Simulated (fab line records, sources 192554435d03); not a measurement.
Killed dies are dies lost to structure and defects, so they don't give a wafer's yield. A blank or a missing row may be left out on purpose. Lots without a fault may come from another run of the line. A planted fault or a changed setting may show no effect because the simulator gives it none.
fab line records | flow n5_finfet
record lots=6 wafers=17 last_day=21
route steps=1938 shown BEOL_M14@1751 PASSIVATION@1936
lots that met no fault: from a run of the same line without faults
start_h: hours from the record's first day to the start of the lot's first wafer shown | wait_h: hours since the lot's step before | " the same as in the row above | L1.1+2: a row that stands for several wafers | - no value, or no start given | * or withheld: withheld | < > ~ a bound
route shown NAME@n: a module of which the file shows steps, and the number in the route of the first | usual: mean/standard deviation of fault-free wafers | same: alike in all rows | chamber/n: place in a boat | sites: the reading at each site | _std_site: their standard deviation | _edge_site: outer sites' mean less inner sites' | radius_mm: how far each site lies from the wafer's centre | mask NAME#n: copy n | behind: the tool/chamber that last shaped the wafer | hold: why the lot was held/for how many hours/how that ended | device: the transistor (n, p or np) that didn't switch | end of line: the same wafers' tests at the end of the route | a step without rows: its recipe alone | killed: dies lost to structure and defects at the first sort, not the wafer's yield | map: a wafer's dies, x killed, . not, _ none there
set.NAME: the setting as run; set.NAME@STEP: as run at that earlier step | model.NAME: the simulator's own value behind a step, which no gauge read
lots at some steps of the route; a table a step, a row a wafer
services: from which hour (start_h, from the record's first day; less than 0 if before it) a tool's chamber was out of use, for how many hours, and why
## steps
# step N5_BEOL_M14_ETCH_68
# recipe chemistry=N2/H2 target=SOC mask_material=SiARC source_w=3000 bias_w=350 temp_c=40 time_s=450 ion_energy_ev=200 pressure_mtorr=30 n2_flow_sccm=200 h2_flow_sccm=200
# step N5_BEOL_M14_STRIP_69
# recipe chemistry=N2/H2 temp_c=40 n2_flow_sccm=200 h2_flow_sccm=200 rf_frequency_hz=6e+07
# step N5_BEOL_M14_TRENCH_ETCH_34
# recipe chemistry=C4F8/O2/Ar target=SiO2 target_depth_a=5566.5 mask_material=SOC he_inner_torr=15 he_outer_torr=30 time_s=126.9 ion_energy_ev=800 pressure_mtorr=20 source_w=1905 bias_w=2040 Ar_flow_sccm=400 C4F8_flow_sccm=16 O2_flow_sccm=12
# usual drypump_motor_current_A=5.9/0.42 oes_product_au=0.81/0.079 rf_vpp_V=2226/66 showerhead_plenum_p_Torr=3.45/0.11 throttle_valve_pct=30.8/0.3
# same time_s=126.9
# columns lot.wafer tool chamber start_h wait_h drypump_motor_current_A oes_product_au rf_hours_counter_h rf_vpp_V showerhead_plenum_p_Torr throttle_valve_pct
L372.1 rie_diel-01 2 348.42 0.0 5.5 0.69 248 2260 3.39 30.6
L372.3 " 1 " " 5.9 0.87 35 2237 3.33 30.9
L372.4 " 0 " " 6.2 0.76 145 2197 3.61 31.2
L378.2 rie_diel-01 2 389.90 0.0 5.5 0.95 7 2257 3.38 30.5
L378.4 " 1 " " 5.9 0.84 - 2238 3.32 30.9
L378.5 " 0 " " 6.2 0.74 - 2197 3.60 31.2
L381.1 rie_diel-04 1 392.06 0.0 6.3 0.83 83 2165 3.50 31.2
L381.4 " 2 " " 5.7 0.72 174 2324 3.41 30.9
L381.5 " 1 " " 6.3 0.83 - 2164 3.50 31.2
L385.3 rie_diel-01 3 422.39 0.0 6.5 0.94 5 2249 3.36 30.4
L385.4 " 0 " " 6.2 0.73 - 2196 3.59 31.2
L385.6 " 2 " " 5.6 0.91 - 2259 3.37 30.5
L386.3 rie_diel-04 2 431.77 0.0 5.7 0.71 189 2323 3.41 30.9
L386.4 " 3 " " 5.7 0.91 44 2266 3.45 30.5
L393.1 rie_diel-04 0 484.12 0.0 5.1 0.83 80 2104 3.30 30.6
L393.4 " 2 " " 5.7 0.70 206 2320 3.40 30.9
L393.5 " 3 " " 5.7 0.89 - 2263 3.44 30.5
# step N5_BEOL_M14_STRIP_70
# recipe chemistry=C4F8/O2/Ar resist=SiARC rf_frequency_hz=6e+07
# step N5_BEOL_M14_OCD_MEAS_35
# usual trench_depth_nm=560/17
# columns lot.wafer tool chamber start_h wait_h trench_depth_nm
L372.1 ocd-01 - 348.57 0.0 559
L372.3 " - " " 563
L372.4 " - " " 559
L378.2 ocd-01 - 390.05 0.0 568
L378.4 " - " " 562
L378.5 " - " " 554
L381.1 ocd-01 - 392.22 0.0 543
L381.4 " - " " 542
L381.5 " - " " 549
L385.3 ocd-02 - 422.54 0.0 540
L385.4 " - " " 547
L385.6 " - " " 567
L386.3 ocd-01 - 431.93 0.0 546
L386.4 " - " " 583
L393.1 ocd-01 - 484.27 0.0 570
L393.4 " - " " 546
L393.5 " - " " 593
# step N5_BEOL_M14_STRIP_37
# recipe chemistry=O2 power_w=600 temp_c=60 pressure_mtorr=30 rf_frequency_hz=6e+07 bias_power_w=0 overash_fraction=0.3 o2_flow_sccm=225
# usual drypump_motor_current_A=5.9/0.44 oes_product_au=0.80/0.065 rf_vpp_V=3.7/0.93 showerhead_plenum_p_Torr=2.12/0.064 throttle_valve_pct=16.60/0.16
# columns lot.wafer tool chamber start_h wait_h drypump_motor_current_A oes_product_au rf_hours_counter_h rf_vpp_V showerhead_plenum_p_Torr throttle_valve_pct
L372.1 rie_diel-05 2 349.98 1.4 5.8 0.79 112 3.6 2.08 16.44
L372.3 " 3 " " 6.7 0.78 89 4.2 2.23 16.69
L372.4 " 0 " " 5.7 0.74 122 2.2 2.20 16.48
L378.2 rie_diel-04 3 391.27 1.2 5.6 0.91 29 4.2 2.13 16.37
L378.4 " 1 " " 6.3 0.84 82 3.8 2.13 16.77
L378.5 " 3 " " 5.6 0.91 - 3.3 2.13 16.38
L381.1 rie_diel-01 2 395.46 3.2 5.5 0.94 10 3.4 2.05 16.21
L381.4 " 0 " " 6.2 0.73 - 4.2 2.17 16.71
L381.5 " 1 " " 5.9 0.84 - 3.3 2.06 16.75
L385.3 rie_diel-04 0 425.10 2.6 5.1 0.87 60 3.4 2.04 16.64
L385.4 " 2 " " 5.7 0.73 186 5.0 2.06 16.52
L385.6 " 0 " " 5.1 0.83 - 3.3 2.04 16.64
L386.3 rie_diel-05 1 434.42 2.5 6.2 0.81 116 5.2 2.20 16.87
L386.4 " 0 " " 5.7 0.72 151 3.7 2.19 16.53
L393.1 rie_diel-04 2 486.85 2.6 5.7 0.71 207 3.0 2.05 16.59
L393.4 " 1 " " 6.3 0.81 115 2.4 2.12 16.82
L393.5 " 3 " " 5.6 0.85 - 3.6 2.12 16.43
# step N5_BEOL_M14_ETCH_38
# recipe chemistry=CF4/N2 target=SiCN target_depth_a=1065 taper_deg=2 time_s=120.6 ion_energy_ev=150 mask_material=SiO2 pressure_mtorr=40 source_w=430 bias_w=70 Ar_flow_sccm=100 cf4_flow_sccm=60 n2_flow_sccm=60
# usual drypump_motor_current_A=5.9/0.44 oes_product_au=0.81/0.072 rf_vpp_V=382.8/1.6 showerhead_plenum_p_Torr=2.23/0.059 throttle_valve_pct=15.36/0.15
# same time_s=120.6
# columns lot.wafer tool chamber start_h wait_h drypump_motor_current_A oes_product_au rf_hours_counter_h rf_vpp_V showerhead_plenum_p_Torr throttle_valve_pct
L372.1 rie_diel-05 2 - - 5.7 0.79 112 383.2 2.22 15.35
L372.3 " 3 " " 6.7 0.81 89 384.7 2.31 15.29
L372.4 " 0 " " 5.6 0.76 122 384.5 2.30 15.20
L378.2 rie_diel-04 3 - - 5.6 0.94 29 382.3 2.23 15.12
L378.4 " 1 " " 6.3 0.83 82 383.5 2.24 15.50
L378.5 " 3 " " 5.6 0.94 - 384.3 2.23 15.14
L381.1 rie_diel-01 2 - - 5.5 0.93 10 382.0 2.17 15.05
L381.4 " 0 " " 6.2 0.74 - 384.9 2.30 15.53
L381.5 " 1 " " 5.9 0.83 - 380.6 2.15 15.37
L385.3 rie_diel-04 0 - - 5.1 0.87 60 380.4 2.14 15.36
L385.4 " 2 " " 5.7 0.72 186 380.1 2.19 15.45
L385.6 " 0 " " 5.1 0.87 - 380.7 2.14 15.38
L386.3 rie_diel-05 1 - - 6.2 0.78 116 383.9 2.31 15.59
L386.4 " 0 " " 5.7 0.74 151 384.2 2.29 15.25
L393.1 rie_diel-04 2 - - 5.7 0.70 207 383.1 2.19 15.48
L393.4 " 1 " " 6.3 0.80 115 382.9 2.23 15.56
L393.5 " 3 " " 5.6 0.89 - 381.4 2.22 15.20
# step N5_BEOL_M14_PRECLEAN_39
# recipe chemistry=residue_remover time_s=60 temp_c=40
# step N5_BEOL_M14_SRD_40
# recipe time_s=30 temp_c=23 rinse_liquid=diw dry=n2_spin spin_rpm=1500 dry_time_s=30
# step N5_BEOL_M14_DEGAS_41
# recipe ambient=vacuum temp_c=300 time_s=60
# usual heater_power_w=462/66
# same time_s=60
# columns lot.wafer tool chamber start_h wait_h heater_power_w
L372.1 pvd_sputter-02 - 350.31 0.1 559
L372.3 " - " " 435
L372.4 " - " " 379
L378.2 pvd_sputter-01 - 391.76 0.3 434
L378.4 " - " " 568
L378.5 " - " " 383
L381.1 pvd_sputter-01 - 396.18 0.5 396
L381.4 " - " " 440
L381.5 " - " " 385
L385.3 pvd_sputter-03 - 425.46 0.1 435
L385.4 " - " " 480
L385.6 " - " " 442
L386.3 pvd_sputter-03 - 435.02 0.4 468
L386.4 " - " " 534
L393.1 pvd_sputter-01 - 487.37 0.3 383
L393.4 " - " " 433
L393.5 " - " " 568
# step N5_BEOL_M14_PRE_CLEAN_42
# recipe gas=H2/He time_s=30 temp_c=300
# step N5_BEOL_M14_SPUTTER_43
# recipe material=TaN target_thk_a=150 temp_c=50 bias_v=168.6 power_w=15000 chamber_pressure_pa=0.12 time_s=24.19
# usual throttle_valve_pct=30.2/1.2
# same time_s=24.19
# columns lot.wafer tool chamber start_h wait_h throttle_valve_pct
L372.1 pvd_sputter-02 - 350.39 0.0 30.7
L372.3 " - " " 30.5
L372.4 " - " " 28.8
L378.2 pvd_sputter-01 - 391.84 0.0 28.6
L378.4 " - " " 31.9
L378.5 " - " " 29.9
L381.1 pvd_sputter-01 - 396.26 0.0 29.9
L381.4 " - " " 29.0
L381.5 " - " " 29.9
L385.3 pvd_sputter-03 - 425.54 0.0 29.1
L385.4 " - " " 31.7
L385.6 " - " " 28.8
L386.3 pvd_sputter-03 - 435.10 0.0 31.7
L386.4 " - " " 29.8
L393.1 pvd_sputter-01 - 487.45 0.0 30.0
L393.4 " - " " 31.4
L393.5 " - " " 32.1
# step N5_BEOL_M14_SPUTTER_44
# recipe material=Ta target_thk_a=150 temp_c=50 bias_v=80 power_w=15000 chamber_pressure_pa=0.07 time_s=24.19
# usual throttle_valve_pct=30.2/1.2
# columns lot.wafer tool chamber start_h wait_h throttle_valve_pct model.Ta_of_BEOL_M14_SPUTTER_44.thk_nm
L372.1 pvd_sputter-02 - 350.47 0.0 30.5 14.6
L372.3 " - " " 30.6 15.2
L372.4 " - " " 29.1 15
L378.2 pvd_sputter-01 - 391.92 0.0 29.0 16.6
L378.4 " - " " 31.8 15
L378.5 " - " " 30.0 16.8
L381.1 pvd_sputter-01 - 396.34 0.0 29.8 15.2
L381.4 " - " " 28.8 14.8
L381.5 " - " " 30.3 16.6
L385.3 pvd_sputter-03 - 425.62 0.0 28.9 14.6
L385.4 " - " " 31.7 14.6
L385.6 " - " " 29.1 14.8
L386.3 pvd_sputter-03 - 435.18 0.0 31.9 14.8
L386.4 " - " " 30.0 15.2
L393.1 pvd_sputter-01 - 488.34 0.9 29.9 14.6
L393.4 " - " " 31.6 14.8
L393.5 " - " " 31.9 14.6
# step N5_BEOL_M14_SPUTTER_45
# recipe material=Cu target_thk_a=1000 temp_c=-20 bias_v=60 power_w=26000 chamber_pressure_pa=0.13 time_s=16.67
# step N5_PASSIVATION_PROBE_49
# usual defect_limited_yield=91.1/1.4 killed_at_M0_to_M3=34/9.6 killed_at_M4_up=15/5.3 killed_at_contacts=12/6.1 killed_at_front_end=40/11 killed_at_other=3.5/2.8 killed_dies=105/17 killed_open=70/12 killed_short=34/7.7 sort_bin_4_leakage=0.01/0.07 sort_bin_5_function=5.2/0.97 sort_bin_6_memory=3.4/0.62 sort_n_pass=1075/17 sort_yield_pct=91.1/1.4
# same gross_dies=1180 killed_at_back_side=0 sort_bin_8_speed[%]=0
# columns lot.wafer tool chamber start_h wait_h defect_limited_yield[%] killed_at_M0_to_M3 killed_at_M4_up killed_at_contacts killed_at_front_end killed_at_other killed_dies killed_open killed_short sort_bin_4_leakage[%] sort_bin_5_function[%] sort_bin_6_memory[%] sort_n_pass sort_yield_pct[%]
L372.1 prober-02 - 377.44 0.0 89.4 30 20 18 54 3 125 85 38 0 6.4 3.6 1055 89.4
L372.3 prober-02 - 377.54 0.1 90.7 36 14 10 49 1 110 72 32 0 5.4 3.7 1070 90.7
L372.4 prober-02 - 377.59 0.2 88.2 48 15 11 64 1 139 88 47 0 6.6 4.7 1041 88.2
L378.2 prober-02 - 413.10 0.1 91.4 36 9 15 40 2 102 67 35 0 5.1 3.2 1078 91.4
L378.4 prober-02 - 413.20 0.2 90.1 52 9 8 45 3 117 67 49 0.51 5.8 3.6 1057 89.6
L378.5 prober-02 - 413.25 0.2 92.1 25 8 11 48 1 93 59 34 0 4.5 3.2 1087 92.1
L381.1 prober-01 - 420.52 0.0 93.6 22 9 13 26 6 76 46 30 0 4.1 2.1 1104 93.6
L381.4 prober-01 - 420.67 0.2 90.7 40 16 7 44 3 110 67 33 0 5.3 3.0 1070 90.7
L381.5 prober-01 - 420.72 0.2 90.8 23 21 7 56 2 109 73 26 0 5.2 3.0 1071 90.8
L385.3 prober-01 - 450.49 0.1 94.1 26 4 6 32 2 70 47 21 0 3.6 2.0 1110 94.1
L385.4 prober-01 - 450.54 0.2 91.4 22 13 7 54 6 102 65 31 0 4.7 3.5 1078 91.4
L385.6 prober-01 - 450.64 0.3 91.4 42 9 17 33 1 102 70 27 0 4.8 3.7 1078 91.4
# killed by level:class
L372.1 STI_FIN_REVEAL:geometric_particle:open=17 MOL_CONTACT_COAG:geometric_particle:open=12 FIN_SAQP:geometric_particle:short=11 BEOL_M2:geometric_particle:open=11 BEOL_M4:geometric_particle:open=10 GATE_CUT:geometric_particle:short=7 FIN_SAQP:geometric_particle:open=6 BEOL_M0_SAQP:geometric_particle:open=6
L372.3 STI_FIN_REVEAL:geometric_particle:open=12 BEOL_M2:geometric_particle:open=12 BEOL_M4:geometric_particle:open=10 BEOL_M0_SAQP:geometric_particle:open=9 BEOL_M0_SAQP:geometric_particle:short=7 FIN_SAQP:geometric_particle:open=6 MOL_CONTACT_COAG:geometric_particle:open=6 FIN_SAQP:geometric_particle:short=5
L372.4 BEOL_M2:geometric_particle:open=19 STI_FIN_REVEAL:geometric_particle:open=18 FIN_SAQP:geometric_particle:short=11 FIN_SAQP:geometric_particle:open=11 BEOL_M0_SAQP:geometric_particle:short=9 BEOL_M0_SAQP:geometric_particle:open=8 MOL_CONTACT_COAG:geometric_particle:open=7 DUMMY_GATE:geometric_particle:open=5
L378.2 MOL_CONTACT_COAG:geometric_particle:open=10 FIN_SAQP:geometric_particle:open=9 FIN_SAQP:geometric_particle:short=9 BEOL_M2:geometric_particle:open=8 BEOL_M0_SAQP:geometric_particle:open=8 GATE_CUT:geometric_particle:open=6 MOL_CONTACT_COAG:geometric_particle:short=5 BEOL_M0_SAQP:geometric_particle:short=5
L378.4 BEOL_M0_SAQP:geometric_particle:short=15 FIN_SAQP:geometric_particle:short=14 BEOL_M0_SAQP:geometric_particle:open=13 FIN_SAQP:geometric_particle:open=11 BEOL_M1:geometric_particle:open=11 MOL_CONTACT_COAG:geometric_particle:open=7 BEOL_M3:geometric_particle:open=5 STI_FIN_REVEAL:geometric_particle:open=4
L378.5 FIN_SAQP:geometric_particle:open=10 FIN_SAQP:geometric_particle:short=9 MOL_CONTACT_COAG:geometric_particle:open=8 GATE_CUT:geometric_particle:short=6 BEOL_M2:geometric_particle:open=6 ILD0:geometric_particle:short=5 GATE_CUT:geometric_particle:open=5 BEOL_M0_SAQP:geometric_particle:open=5
L381.1 MOL_CONTACT_COAG:geometric_particle:open=11 FIN_SAQP:geometric_particle:open=10 FIN_SAQP:geometric_particle:short=8 BEOL_M0_SAQP:geometric_particle:short=6 BEOL_M3:geometric_particle:open=5 BEOL_M2:geometric_particle:open=4 BEOL_M2:geometric_particle:short=3 MIM_BOT:geometric_particle:open=3
L381.4 FIN_SAQP:geometric_particle:open=11 HKMG_FIN:area_etch=10 FIN_SAQP:geometric_particle:short=9 BEOL_M1:geometric_particle:open=9 BEOL_M0_SAQP:geometric_particle:open=9 MOL_CONTACT_COAG:geometric_particle:open=6 BEOL_M4:geometric_particle:open=6 BEOL_M0_SAQP:geometric_particle:short=6
L381.5 BEOL_M4:geometric_particle:open=12 HKMG_FIN:area_etch=10 BEOL_M3:geometric_particle:open=9 FIN_SAQP:geometric_particle:open=8 GATE_CUT:geometric_particle:short=8 BEOL_M1:geometric_particle:open=7 DUMMY_GATE:geometric_particle:open=6 MOL_CONTACT_COAG:geometric_particle:open=6
L385.3 BEOL_M2:geometric_particle:open=7 FIN_SAQP:geometric_particle:short=7 DUMMY_GATE:geometric_particle:open=5 MOL_CONTACT_COAG:geometric_particle:open=5 STARTING-WAFER:geometric_particle:open=5 FIN_SAQP:geometric_particle:open=4 STI_FIN_REVEAL:geometric_particle:open=4 BEOL_M1:geometric_particle:open=4
L385.4 FIN_SAQP:geometric_particle:short=15 FIN_SAQP:geometric_particle:open=12 STI_FIN_REVEAL:geometric_particle:open=10 BEOL_M2:geometric_particle:open=8 BEOL_M4:geometric_particle:open=8 MOL_CONTACT_COAG:geometric_particle:open=6 BEOL_M1:geometric_particle:open=5 HKMG_FIN:area_etch=5
L385.6 MOL_CONTACT_COAG:geometric_particle:open=16 BEOL_M1:geometric_particle:open=10 BEOL_M0_SAQP:geometric_particle:short=8 BEOL_M2:geometric_particle:open=8 FIN_SAQP:geometric_particle:open=7 BEOL_M3:geometric_particle:open=7 FIN_SAQP:geometric_particle:short=6 STI_FIN_REVEAL:geometric_particle:open=5
## services
# columns tool chamber start_h hours kind
rie_diel-04 2 339.41 7.8 repair
rie_diel-01 2 354.43 - clean
rie_diel-01 2 354.43 - consumable_replace:focus_ring
rie_diel-01 2 354.43 23.2 scheduled_down
rie_diel-01 2 354.43 23.2 vent_cycle
rie_diel-05 0 359.21 8.0 repair
rie_diel-01 3 377.91 - clean
rie_diel-01 3 377.91 - consumable_replace:focus_ring
rie_diel-01 3 377.91 30.8 scheduled_down
rie_diel-01 3 377.91 30.8 vent_cycle
pvd_sputter-02 - 409.67 7.3 repair
rie_diel-05 - 410.63 0.9 repair
pvd_sputter-01 - 426.95 3.4 repair
rie_diel-01 3 432.33 4.8 repair
rie_diel-05 1 452.35 1.3 repair
rie_diel-04 3 460.95 2.6 repair
rie_diel-01 2 468.26 16.2 repair
## key
first_sign none at tools or gauges
model_effect step=N5_BEOL_M14_SPUTTER_44 value=Ta_of_BEOL_M14_SPUTTER_44.thk_nm without=15.07 struck=16.67
met_at N5_BEOL_M14_SPUTTER_44
struck_wafers L378.2,L378.5,L381.5
baseline_loss step=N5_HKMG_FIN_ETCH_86 wafers=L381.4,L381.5
fault kind=process_parameter_drift tool=pvd_sputter-01 chamber=- onset_h=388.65 steps=N5_BEOL_M14_SPUTTER_44 channel=time_s offset=* shape=step end_h=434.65 scope=struck_wafers_only acts_in=* stated=*
# baseline_loss: these wafers lose ten dies or more at that step, a loss of the line's own and not of a fault; the sort's usual values leave them out
